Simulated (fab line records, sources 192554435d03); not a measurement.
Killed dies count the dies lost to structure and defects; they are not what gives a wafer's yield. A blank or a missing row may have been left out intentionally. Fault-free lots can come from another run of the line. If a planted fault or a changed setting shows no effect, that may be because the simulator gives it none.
fab line records ; flow n5Finfet
record: lots: 10; wafers: 29; lastDay: 17
route steps=1938 shown BEOL_M1@767 BEOL_M4@1111
lots that met no fault: taken from a fault-free run of the same line
startH: the number of hours between the record's first day and the start of the first shown wafer of the lot ; waitH: how many hours have passed since the lot's step before this one ; " the same as in the row above ; L1.1+2: a single row standing in for several wafers ; - no value, or no start given ; * or withheld: withheld ; < > ~ a bound
route shown NAME@n: a module of which the file shows steps, and the number in the route of the first ; usual: average and standard deviation across the fault-free wafers ; same: alike in all rows ; chamber/n: place in a boat ; sites: per-site readings ; _std_site: the values' standard deviation ; _edge_site: inner sites' mean taken away from outer sites' mean ; radiusMm: for every site, how far away it sits from the centre of the wafer ; mask NAME#n: copy n ; behind: tool/chamber where the wafer was last shaped ; hold: reason for holding the lot/hours on hold/outcome of the hold ; device: names the non-switching transistor (n, p or np) ; end of line: tests of these same wafers at the route's end ; a step given without rows: its recipe and nothing more ; killed: dies that structure and defects cost at the first sort, which is not the same as the wafer's yield ; map: a wafer's dies, marking killed ones x, the rest . and places with no die _
set.NAME: the setting that was run; set.NAME@STEP: the one run at that earlier step ; model.NAME: the simulator's own value behind a step, which no gauge read
steps of the route over a sample of lots; a table a step, a row a wafer
services: when a tool's chamber went out of use (startH, in hours from the record's first day, below 0 if earlier), for how many hours, and the reason
== steps ==
step: N5_BEOL_M1_DESCUM_16
recipe: chemistry: O2; timeS: 7; sourcePowerW: 50; biasPowerW: 20; pressureMtorr: 20; rfFrequencyHz: 2.712e+07; tempC: 40; resist: CAR-EUV; o2FlowSccm: 225
usual: biasPowerW: 20.00/0.056; drypumpMotorCurrentA: 5.5/0.51; oesProductAu: 0.79/0.11; rfVppV: 243.3/1.3; showerheadPlenumPTorr: 2.10/0.078; throttleValvePct: 20.2/0.34
same: timeS: 7
lot.wafer;tool;chamber;startH;waitH;biasPowerW;drypumpMotorCurrentA;oesProductAu;rfHoursCounterH;rfVppV;showerheadPlenumPTorr;throttleValvePct
L345.4;rieDiel-03;2;126.22;0.5;20.01;6.6;0.78;137;245.2;2.20;20.4
L345.5;rieDiel-03;2;126.22;0.5;19.92;6.6;0.78;-;244.1;2.20;20.4
L345.6;rieDiel-03;3;126.22;0.5;19.98;5.4;0.70;-;244.0;2.07;20.8
L348.2;rieDiel-05;0;141.27;0.0;19.93;5.6;0.92;30;244.3;2.13;19.8
L348.4;rieDiel-05;1;141.27;0.0;20.00;5.8;0.71;225;241.1;1.98;20.4
L348.5;rieDiel-05;2;141.27;0.0;19.93;5.7;0.67;-;245.7;2.16;20.1
L349.1;rieDiel-05;2;151.51;0.0;20.02;5.7;0.67;228;243.6;2.15;20.1
L349.2;rieDiel-05;1;151.51;0.0;20.04;5.8;0.71;229;240.7;1.98;20.4
L349.4;rieDiel-05;0;151.51;0.0;19.98;5.5;0.91;34;244.1;2.13;19.8
L351.1;rieDiel-05;1;161.90;0.0;19.99;5.8;0.70;232;242.0;1.98;20.4
L351.5;rieDiel-05;0;161.90;0.0;20.06;5.5;0.91;-;245.6;2.13;19.8
L351.6;rieDiel-05;1;161.90;0.0;19.99;5.8;0.71;-;240.3;1.98;20.4
L352.2;rieDiel-05;0;166.98;0.1;20.03;5.5;0.90;39;243.6;2.12;19.8
L352.3;rieDiel-05;3;166.98;0.1;19.96;5.0;0.67;246;242.1;2.04;20.0
L352.5;rieDiel-05;2;166.98;0.1;19.98;5.7;0.67;-;243.2;2.15;20.1
L358.3;rieDiel-04;1;200.28;0.0;20.03;5.0;0.70;173;242.2;2.00;20.5
L358.4;rieDiel-04;3;200.28;0.0;19.94;6.1;0.77;133;242.6;2.02;20.5
L358.6;rieDiel-04;0;200.28;0.0;20.08;5.1;0.69;-;241.5;1.98;20.3
L360.4;rieDiel-05;0;215.43;0.0;19.97;5.5;0.87;-;244.1;2.12;19.9
L360.5;rieDiel-05;2;215.43;0.0;19.98;5.7;0.66;-;243.4;2.15;20.1
L360.6;rieDiel-05;3;215.43;0.0;20.04;5.0;0.98;-;243.3;2.03;19.6
L363.1;rieDiel-03;2;228.77;0.1;19.97;6.6;0.75;173;245.2;2.18;20.4
L363.6;rieDiel-03;2;228.77;0.1;19.96;6.6;0.75;-;243.3;2.18;20.4
L364.2;rieDiel-05;0;237.17;0.0;20.01;5.5;0.86;64;243.1;2.12;19.9
L364.4;rieDiel-05;2;237.17;0.0;20.07;5.7;0.64;-;243.9;2.14;20.1
L364.6;rieDiel-05;3;237.17;0.0;20.01;5.0;0.95;-;242.2;2.03;19.6
L367.1;rieDiel-05;1;255.23;0.3;19.98;5.8;0.98;5;243.9;2.24;20.0
L367.2;rieDiel-05;0;255.23;0.3;19.94;5.6;0.86;72;244.5;2.11;19.9
L367.6;rieDiel-05;3;255.23;0.3;19.97;5.0;0.92;-;243.2;2.03;19.6
step: N5_BEOL_M1_ETCH_63
recipe: chemistry: CF4; target: SiARC; targetDepthA: 156; maskMaterial: CAR-EUV; timeS: 26; ionEnergyEv: 80; pressureMtorr: 40; sourceW: 545; biasW: 36; Ar_flow_sccm: 100; cf4FlowSccm: 100; ends: cleared
usual: drypumpMotorCurrentA: 5.5/0.51; etchRfOnTimeS: 25.8/0.66; oesProductAu: 0.68/0.094; rfVppV: 184.2/1.2; showerheadPlenumPTorr: 2.14/0.073; throttleValvePct: 15.45/0.29
lot.wafer;tool;chamber;startH;waitH;drypumpMotorCurrentA;etchRfOnTimeS;oesProductAu;rfHoursCounterH;rfVppV;showerheadPlenumPTorr;throttleValvePct
L345.4;rieDiel-03;2;126.27;0.0;6.6;25.8;0.66;137;186.7;2.21;15.46
L345.5;rieDiel-03;2;126.27;0.0;6.6;26.1;0.67;-;186.3;2.21;15.44
L345.6;rieDiel-03;3;126.27;0.0;5.4;26.0;0.60;-;183.2;2.12;15.94
L348.2;rieDiel-05;0;141.32;0.0;5.5;26.2;0.78;30;184.0;2.18;15.04
L348.4;rieDiel-05;1;141.32;0.0;5.8;27.9;0.58;225;183.0;2.03;15.53
L348.5;rieDiel-05;2;141.32;0.0;5.7;26.2;0.57;-;184.9;2.21;15.45
L349.1;rieDiel-05;2;151.56;0.0;5.7;25.7;0.58;228;183.9;2.21;15.45
L349.2;rieDiel-05;1;151.56;0.0;5.8;27.7;0.59;229;181.7;2.03;15.56
L349.4;rieDiel-05;0;151.56;0.0;5.5;25.9;0.78;34;183.6;2.18;15.06
L351.1;rieDiel-05;1;161.96;0.0;5.8;27.5;0.58;232;183.7;2.02;15.55
L351.5;rieDiel-05;0;161.96;0.0;5.5;25.8;0.77;-;183.5;2.18;15.05
L351.6;rieDiel-05;1;161.96;0.0;5.8;27.8;0.58;-;183.1;2.02;15.54
L352.2;rieDiel-05;0;167.03;0.0;5.5;25.4;0.77;39;184.3;2.18;15.06
L352.3;rieDiel-05;3;167.03;0.0;5.0;25.2;0.59;246;184.5;2.10;15.39
L352.5;rieDiel-05;2;167.03;0.0;5.7;25.6;0.58;-;185.3;2.21;15.47
L358.3;rieDiel-04;1;200.33;0.0;5.0;25.8;0.61;173;184.2;2.05;15.62
L358.4;rieDiel-04;3;200.33;0.0;6.1;25.3;0.66;133;184.3;2.06;15.67
L358.6;rieDiel-04;0;200.33;0.0;5.1;25.3;0.61;-;182.3;2.03;15.56
L360.4;rieDiel-05;0;215.47;0.0;5.5;25.9;0.74;-;185.3;2.17;15.09
L360.5;rieDiel-05;2;215.47;0.0;5.7;25.9;0.56;-;183.0;2.20;15.50
L360.6;rieDiel-05;3;215.47;0.0;5.0;24.8;0.86;-;183.9;2.10;14.88
L363.1;rieDiel-03;2;228.82;0.0;6.6;26.1;0.64;173;185.8;2.20;15.52
L363.6;rieDiel-03;2;228.82;0.0;6.6;26.0;0.64;-;184.8;2.20;15.51
L364.2;rieDiel-05;0;237.23;0.0;5.4;25.7;0.74;64;183.6;2.17;15.12
L364.4;rieDiel-05;2;237.23;0.0;5.7;26.2;0.56;-;185.6;2.20;15.52
L364.6;rieDiel-05;3;237.23;0.0;5.0;24.8;0.83;-;184.4;2.09;14.90
L367.1;rieDiel-05;1;255.28;0.0;5.8;26.8;0.82;5;187.4;2.27;15.09
L367.2;rieDiel-05;0;255.28;0.0;5.5;25.8;0.72;72;184.0;2.16;15.11
L367.6;rieDiel-05;3;255.28;0.0;5.0;24.9;0.80;-;183.3;2.09;14.91
step: N5_BEOL_M1_COAT_67
recipe: resist: SOC; tempC: 250; timeS: 60; spinRpm: 1500; resistThkNm: 60
usual: heaterPowerTotalW: 500.5/1.8; plateTempC: 249.98/0.17
same: timeS: 60
lot.wafer;tool;chamber;startH;waitH;heaterPowerTotalW;plateTempC
L345.4;lithoTrack-05;0;126.68;0.0;498.1;249.74
L345.5;lithoTrack-05;0;126.68;0.0;502.9;249.77
L345.6;lithoTrack-05;0;126.68;0.0;500.9;250.01
L348.2;lithoTrack-05;0;141.81;0.0;499.2;249.96
L348.4;lithoTrack-05;0;141.81;0.0;502.3;249.97
L348.5;lithoTrack-05;0;141.81;0.0;500.6;249.90
L349.1;lithoTrack-05;0;151.98;0.0;499.6;250.06
L349.2;lithoTrack-05;0;151.98;0.0;497.7;250.12
L349.4;lithoTrack-05;0;151.98;0.0;501.5;249.87
L351.1;lithoTrack-05;0;162.37;0.0;498.0;250.08
L351.5;lithoTrack-05;0;162.37;0.0;500.6;250.17
L351.6;lithoTrack-05;0;162.37;0.0;502.8;249.91
L352.2;lithoTrack-01;0;167.54;0.0;503.3;249.78
L352.3;lithoTrack-01;0;167.54;0.0;498.5;249.78
L352.5;lithoTrack-01;0;167.54;0.0;502.4;250.26
L358.3;lithoTrack-05;0;200.75;0.0;509.5;254.04
L358.4;lithoTrack-05;0;200.75;0.0;508.9;254.05
L358.6;lithoTrack-05;0;200.75;0.0;508.6;253.90
L360.4;lithoTrack-05;0;215.98;0.0;510.4;254.19
L360.5;lithoTrack-05;0;215.98;0.0;507.2;254.14
L360.6;lithoTrack-05;0;215.98;0.0;510.4;254.08
L363.1;lithoTrack-04;0;229.31;0.0;498.4;250.09
L363.6;lithoTrack-04;0;229.31;0.0;500.2;249.87
L364.2;lithoTrack-01;0;237.64;0.0;500.9;249.92
L364.4;lithoTrack-01;0;237.64;0.0;498.9;249.62
L364.6;lithoTrack-01;0;237.64;0.0;502.0;250.05
L367.1;lithoTrack-01;0;255.71;0.0;503.3;250.13
L367.2;lithoTrack-01;0;255.71;0.0;503.2;250.46
L367.6;lithoTrack-01;0;255.71;0.0;502.7;250.41
step: N5_BEOL_M1_CD_MEAS_28
recipe: landingEnergyEv: 500; detector: seInlens; targetCdYNm: 23.3
usual: cdNm: 23.95/0.25
lot.wafer;tool;chamber;startH;waitH;cdNm
L345.4;cdSem-01;0;126.97;-;23.92
L345.5;cdSem-01;0;126.97;-;23.69
L345.6;cdSem-01;0;126.97;-;24.06
L348.2;cdSem-03;0;142.09;-;23.60
L348.4;cdSem-03;0;142.09;-;23.49
L348.5;cdSem-03;0;142.09;-;23.73
L349.1;cdSem-02;0;152.39;-;24.02
L349.2;cdSem-02;0;152.39;-;23.64
L349.4;cdSem-02;0;152.39;-;24.48
L351.1;cdSem-03;0;162.65;-;24.25
L351.5;cdSem-03;0;162.65;-;23.66
L351.6;cdSem-03;0;162.65;-;24.23
L352.2;cdSem-03;0;167.94;-;24.06
L352.3;cdSem-03;0;167.94;-;24.06
L352.5;cdSem-03;0;167.94;-;23.49
L358.3;cdSem-01;0;201.04;-;23.66
L358.4;cdSem-01;0;201.04;-;24.15
L358.6;cdSem-01;0;201.04;-;23.85
L360.4;cdSem-01;0;216.26;-;24.17
L360.5;cdSem-01;0;216.26;-;23.89
L360.6;cdSem-01;0;216.26;-;24.43
L363.1;cdSem-01;0;229.59;-;24.01
L363.6;cdSem-01;0;229.59;-;24.05
L364.2;cdSem-02;0;238.06;-;24.13
L364.4;cdSem-02;0;238.06;-;23.62
L364.6;cdSem-02;0;238.06;-;24.16
L367.1;cdSem-03;0;256.12;-;23.88
L367.2;cdSem-03;0;256.12;-;24.04
L367.6;cdSem-03;0;256.12;-;23.91
step: N5_BEOL_M4_RC_MEAS_101
usual: DIBL_N: 36.1/1.5; DIBL_P: 36.1/1.9; IOFF_N: 0.159/0.029; IOFF_P: 0.21/0.038; ION_N: 675/11; ION_P: 464/8.1; SS_N: 71.5/0.57; SS_P: 73.3/0.64; VT_N: 249/3.1; VT_P: -250/3.8
lot.wafer;tool;chamber;startH;waitH;DIBL_N[mV/V];DIBL_P[mV/V];IOFF_N[nA/um];IOFF_P[nA/um];ION_N[uA/um];ION_P[uA/um];SS_N[mV/dec];SS_P[mV/dec];VT_N[mV];VT_P[mV]
L345.4;prober-01;0;158.90;0.5;37.0;37.6;0.149;0.21;664;462;71.6;73.3;249;-251
L345.5;prober-01;0;158.90;0.5;35.4;34.6;0.118;0.17;654;457;71.8;72.9;255;-254
L345.6;prober-01;0;158.90;0.5;37.2;38.3;0.144;0.22;664;461;71.6;73.2;252;-251
L348.2;prober-01;0;177.54;0.2;37.8;37.3;0.161;0.24;666;464;71.8;73.8;249;-246
L348.4;prober-01;0;177.54;0.2;35.9;34.2;0.137;0.19;672;462;72.3;72.5;250;-249
L348.5;prober-01;0;177.54;0.2;36.7;36.4;0.148;0.22;654;454;71.5;73.3;253;-247
L349.1;prober-02;0;192.89;0.1;34.6;34.7;0.141;0.19;683;467;70.9;72.6;250;-252
L349.2;prober-02;0;192.89;0.1;36.3;36.2;0.157;0.21;676;466;72.1;73.3;249;-250
L349.4;prober-02;0;192.89;0.1;35.7;35.8;0.162;0.21;677;469;71.3;72.5;249;-249
L351.1;prober-02;0;199.70;0.0;38.1;37.4;0.169;0.23;670;461;72.0;73.6;250;-250
L351.5;prober-02;0;199.70;0.0;36.5;35.2;0.151;0.20;679;469;71.3;73.0;249;-250
L351.6;prober-02;0;199.70;0.0;37.6;35.9;0.170;0.20;669;458;71.9;73.2;247;-251
L352.2;prober-01;0;201.29;0.2;41.1;40.4;0.279;0.29;694;470;72.1;74.6;245;-248
L352.3;prober-01;0;201.29;0.2;36.9;36.6;0.175;0.21;679;460;71.8;73.2;249;-252
L352.5;prober-01;0;201.29;0.2;38.0;37.7;0.186;0.23;684;465;72.0;74.4;247;-251
L358.3;prober-01;0;248.66;0.3;36.7;38.0;0.168;0.23;687;464;71.7;73.1;249;-249
L358.4;prober-01;0;248.66;0.3;34.2;34.1;0.113;0.17;656;460;70.8;73.2;256;-254
L358.6;prober-01;0;248.66;0.3;36.9;37.7;0.155;0.22;670;470;71.5;74.0;250;-250
L360.4;prober-01;0;255.48;0.5;34.6;33.0;0.133;0.17;675;462;70.8;72.3;248;-253
L360.5;prober-01;0;255.48;0.5;34.1;32.4;0.122;0.16;666;459;71.0;72.4;252;-255
L360.6;prober-01;0;255.48;0.5;37.3;36.1;0.177;0.21;684;467;71.5;74.1;248;-251
L363.1;prober-01;0;274.06;0.0;35.3;36.4;0.159;0.21;688;463;72.2;73.5;248;-249
L363.6;prober-01;0;274.06;0.0;37.3;39.1;0.206;0.26;689;468;72.0;74.1;244;-247
L364.2;prober-01;0;276.85;0.2;36.9;39.4;0.195;0.25;675;465;71.8;74.3;247;-247
L364.4;prober-01;0;276.85;0.2;36.9;39.2;0.187;0.23;673;463;72.0;74.5;249;-252
L364.6;prober-01;0;276.85;0.2;36.4;38.2;0.174;0.22;671;462;72.4;74.7;250;-248
L367.1;prober-02;0;306.03;0.0;37.1;37.1;0.173;0.30;677;479;71.4;73.3;246;-241
L367.2;prober-02;0;306.03;0.0;37.5;37.7;0.192;0.32;689;481;72.1;73.7;247;-242
L367.6;prober-02;0;306.03;0.0;37.6;37.6;0.198;0.31;686;473;72.0;74.3;245;-244
== services ==
tool;chamber;startH;hours;kind
rieDiel-03;3;162.99;-;clean
rieDiel-03;3;162.99;-;consumableReplace:focusRing
rieDiel-03;3;162.99;17.8;scheduledDown
rieDiel-03;3;162.99;17.8;ventCycle
rieDiel-05;3;180.01;-;clean
rieDiel-05;3;180.01;-;consumableReplace:focusRing
rieDiel-04;1;183.48;4.8;repair
rieDiel-03;0;193.33;-;clean
rieDiel-03;0;193.33;-;consumableReplace:focusRing
rieDiel-03;0;193.33;26.6;scheduledDown
rieDiel-03;0;193.33;26.6;ventCycle
rieDiel-05;1;212.43;-;clean
rieDiel-05;1;212.43;-;consumableReplace:focusRing
rieDiel-05;1;212.43;-;consumableReplace:showerhead
rieDiel-05;1;212.43;30.8;scheduledDown
rieDiel-05;1;212.43;30.8;ventCycle
rieDiel-05;2;243.42;-;clean
rieDiel-05;2;243.42;-;consumableReplace:focusRing
rieDiel-05;2;243.42;18.1;scheduledDown
rieDiel-05;2;243.42;18.1;ventCycle
== key ==
firstSign: step: N5_BEOL_M1_COAT_67; reading: plateTempC; direction: up; sigmas: 24; usual: *; struck: *
effect: step: N5_BEOL_M1_COAT_67; reading: heaterPowerTotalW; direction: up; sigmas: 4.7; usual: *; struck: *
metAt N5_BEOL_M1_COAT_67
struckLots L358,L360
notActingAt N5_BEOL_M1_DESCUM_16,N5_BEOL_M1_ETCH_63,N5_BEOL_M1_CD_MEAS_28
onsetBetween 162.37 200.75
fault: kind: processParameterDrift; tool: lithoTrack-05; chamber: -; onsetH: 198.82; steps: N5_BEOL_M1_COAT_67; channel: tempC; offset: *; shape: step; endH: 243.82; actsIn: *; stated: *
